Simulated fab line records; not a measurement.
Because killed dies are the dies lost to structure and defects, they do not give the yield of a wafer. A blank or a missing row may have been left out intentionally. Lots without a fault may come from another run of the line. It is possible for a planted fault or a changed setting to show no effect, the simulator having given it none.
Which tool did it? ; flow n5-finfet ; 30 wafers from 10 lots sampled at 5 of the route's 1938 steps

== WHAT EACH GAUGE READ, for each wafer ==
N5_PASSIVATION_OVL_MEAS_60. Usual: TV_OVL -1 nm, standard deviation 4.8.
lot;measured;on;TV_OVL (nm);flag
L645;day 12 17:37;overlay-01;-5 -6 -4;
L646;day 13 07:44;overlay-02;1 -4 3;
L649;day 13 12:23;overlay-02;-3 0 1;
L650;day 14 16:37;overlay-01;-7 -4 -9;
L654;day 15 18:25;overlay-01;1 4 4;
L656;day 15 18:34;overlay-02;0 6 2;
L655;day 16 07:44;overlay-02;-2 6 -3;
L660;day 17 04:38;overlay-02;417 416 415;OFF
L663;day 17 23:25;overlay-01;415 413 421;OFF
L662;day 18 06:32;overlay-02;5 6 -3;

== EACH LOT AND THE TOOL THAT RAN IT (in order: tool; ch and the chambers of the sampled wafers; start) ==
lot;N5_BEOL_M15_STRIP_64;N5_BEOL_M15_DESCUM_33;N5_MIM_BOT_ETCH_ETCH_00;N5_PASSIVATION_EXPOSE_07
L645;rie-diel-03 ch 0,2,3, day 12 07:26 or earlier;rie-diel-06 ch 0,1, day 12 07:26;rie-metal-01 ch 0,1, day 12 15:58;krf-scanner-02 ch 0, day 12 17:25
L646;rie-diel-03 ch 0,1, day 12 14:56 or earlier;rie-diel-03 ch 1,2, day 12 14:56;rie-metal-02 ch 0,1, day 13 06:15;krf-scanner-02 ch 0, day 13 07:32
L649;rie-diel-03 ch 0,1,2, day 13 02:46 or earlier;rie-diel-01 ch 2,3, day 13 02:46;rie-metal-03 ch 0,1, day 13 11:16;krf-scanner-02 ch 0, day 13 12:10
L650;rie-diel-03 ch 1,2, day 14 05:59 or earlier;rie-diel-01 ch 1,3, day 14 05:59;rie-metal-01 ch 0,1, day 14 14:10;krf-scanner-01 ch 0, day 14 16:25
L654;rie-diel-01 ch 0,2, day 15 00:22 or earlier;rie-diel-01 ch 0,2,3, day 15 00:22;rie-metal-01 ch 0, day 15 17:05;krf-scanner-01 ch 0, day 15 18:12
L656;rie-diel-01 ch 0,3, day 15 04:45 or earlier;rie-diel-01 ch 2,3, day 15 04:45;rie-metal-02 ch 0,1, day 15 17:14;krf-scanner-02 ch 0, day 15 18:22
L655;rie-diel-01 ch 1,2, day 15 18:21 or earlier;rie-diel-01 ch 0,1,2, day 15 18:21;rie-metal-01 ch 0,1, day 16 05:02;krf-scanner-01 ch 0, day 16 07:32
L660;rie-diel-01 ch 0,1, day 16 12:17 or earlier;rie-diel-01 ch 0,3, day 16 12:17;rie-metal-02 ch 0,1, day 17 01:40;krf-scanner-01 ch 0, day 17 04:26
L663;rie-diel-03 ch 1,2, day 17 14:16 or earlier;rie-diel-03 ch 0,1, day 17 14:16;rie-metal-01 ch 1, day 17 22:08;krf-scanner-01 ch 0, day 17 23:13
L662;rie-diel-03 ch 0,1,3, day 17 16:07 or earlier;rie-diel-06 ch 1,2,3, day 17 16:07;rie-metal-01 ch 1, day 18 03:13;krf-scanner-02 ch 0, day 18 06:20
- N5_BEOL_M15_STRIP_64: strips in O2.
- N5_BEOL_M15_DESCUM_33: chemistry O2, time 7.9 s.
- N5_MIM_BOT_ETCH_ETCH_00: etches TiN in Cl2/BCl3, target depth 45.5 nm.
- N5_PASSIVATION_EXPOSE_07: exposes mask TV, defocus 0 nm, target cd 3000 nm.

== AS READ BY THE TOOLS THEMSELVES (means over the sampled wafers that have a number; for cases with no such wafer, the mark the record gives instead) ==
N5_BEOL_M15_STRIP_64. Usual: drypump-motor-current-A 5.48 A, standard deviation 0.26; oes-product-au 0.80 a.u., standard deviation 0.1; rf-vpp-V 3.7 V, standard deviation 0.47; showerhead-plenum-p-Torr 2.06 Torr, standard deviation 0.078; throttle-valve-pct 16.64 %, standard deviation 0.29.
lot;tool;drypump-motor-current-A (A);oes-product-au (a.u.);rf-vpp-V (V);showerhead-plenum-p-Torr (Torr);throttle-valve-pct (%);flag
L645;rie-diel-03;5.52;0.70;3.6;2.07;16.95;
L646;rie-diel-03;5.45;0.72;4.1;2.02;16.57;
L649;rie-diel-03;5.36;0.72;3.5;2.02;16.77;
L650;rie-diel-03;5.24;0.73;3.2;1.97;16.74;
L654;rie-diel-01;5.28;0.85;3.3;2.09;16.74;
L656;rie-diel-01;5.26;0.76;3.9;2.07;16.73;
L655;rie-diel-01;5.61;0.98;3.9;2.12;16.41;
L660;rie-diel-01;5.25;0.84;3.6;2.12;16.73;
L663;rie-diel-03;5.25;0.70;3.4;2.02;17.03;
L662;rie-diel-03;5.51;0.85;3.2;2.01;16.47;

N5_BEOL_M15_DESCUM_33. Usual: drypump-motor-current-A 5.48 A, standard deviation 0.28; oes-product-au 0.79 a.u., standard deviation 0.099; rf-vpp-V 242.8 V, standard deviation 1.6; showerhead-plenum-p-Torr 2.06 Torr, standard deviation 0.08; throttle-valve-pct 20.38 %, standard deviation 0.28.
lot;tool;drypump-motor-current-A (A);oes-product-au (a.u.);rf-vpp-V (V);showerhead-plenum-p-Torr (Torr);throttle-valve-pct (%);flag
L645;rie-diel-06;5.64;0.85;244.3;2.12;20.17;
L646;rie-diel-03;5.24;0.75;241.3;1.97;20.44;
L649;rie-diel-01;5.68;0.71;242.9;2.04;20.47;
L650;rie-diel-01;5.63;0.71;242.7;2.05;20.26;
L654;rie-diel-01;5.48;0.82;242.8;2.05;20.35;
L656;rie-diel-01;5.68;0.80;241.8;2.01;20.18;
L655;rie-diel-01;5.45;0.90;243.9;2.10;20.38;
L660;rie-diel-01;5.26;0.75;243.0;2.06;20.51;
L663;rie-diel-03;5.33;0.80;240.7;1.95;20.16;
L662;rie-diel-06;5.66;0.82;244.0;2.17;20.19;

N5_MIM_BOT_ETCH_ETCH_00. Usual: drypump-motor-current-A 5.6 A, standard deviation 0.41; he-backside-leak-sccm 3.3 sccm, standard deviation 0.32; mfc-ar-sccm 25.01 sccm, standard deviation 0.072; oes-product-au 0.78 a.u., standard deviation 0.1; throttle-valve-pct 22.07 %, standard deviation 0.25.
lot;tool;drypump-motor-current-A (A);he-backside-leak-sccm (sccm);mfc-ar-sccm (sccm);oes-product-au (a.u.);throttle-valve-pct (%);flag
L645;rie-metal-01;5.7;3.3;25.00;0.64;22.31;
L646;rie-metal-02;5.3;3.4;24.99;0.70;22.06;
L649;rie-metal-03;5.9;3.5;25.02;0.80;21.93;
L650;rie-metal-01;5.8;3.5;25.05;0.65;22.15;
L654;rie-metal-01;6.0;3.7;24.91;0.67;21.97;
L656;rie-metal-02;5.2;3.4;25.01;0.71;22.23;
L655;rie-metal-01;5.6;3.3;25.03;0.86;22.15;
L660;rie-metal-02;5.3;3.2;25.10;0.90;21.88;
L663;rie-metal-01;5.5;3.0;25.03;0.90;22.23;
L662;rie-metal-01;5.5;3.0;24.96;0.90;22.24;

N5_PASSIVATION_EXPOSE_07. Usual: focus-offset-nm 0.0 nm, standard deviation 0.5.
lot;tool;focus-offset-nm (nm);flag
L645;krf-scanner-02;0.1;
L646;krf-scanner-02;-0.1;
L649;krf-scanner-02;-0.1;
L650;krf-scanner-01;-0.0;
L654;krf-scanner-01;0.1;
L656;krf-scanner-02;0.2;
L655;krf-scanner-01;-0.1;
L660;krf-scanner-01;0.3;
L663;krf-scanner-01;0.0;
L662;krf-scanner-02;0.0;

== THE ANSWER, worked out from the rows above alone ==
Rule: lot off if the mean of its wafers having a number is beyond 3 standard deviations from the usual mean. Also off: a lot with no number at a reading for which 4 or more lots have one. The other lots that the step has rows for count as sound. First the gauges in route order, then the tools' own readings, where a lot's mean is used as printed above. At the first step where some lot is off, the reading lying furthest off is the one used; lots without a number count as furthest.
Off: at N5_PASSIVATION_OVL_MEAS_60 (TV_OVL), L660, L663.
If a tool, at a process step before that reading, ran all the lots that are off and no sound lot after the first of them, it fits. Those tools and the gauges at N5_PASSIVATION_OVL_MEAS_60 are tried in the same way. N5_BEOL_M15_STRIP_64: start missing for some lots; hours and lot order therefore follow N5_BEOL_M15_DESCUM_33. One candidate fits, namely krf-scanner-01 at N5_PASSIVATION_EXPOSE_07. A fault onset in the window from L655 (day 16 07:32, its last sound lot) to L660 (day 17 04:26, its first lot off) fits.

== WHAT THE SIMULATOR HAD INSERTED ==
Scanner matching overlay: krf-scanner-01, from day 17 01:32 on, at N5_PASSIVATION_EXPOSE_07. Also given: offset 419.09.
Shown lots that were struck: L660, L663. The rule above reached the same finding.
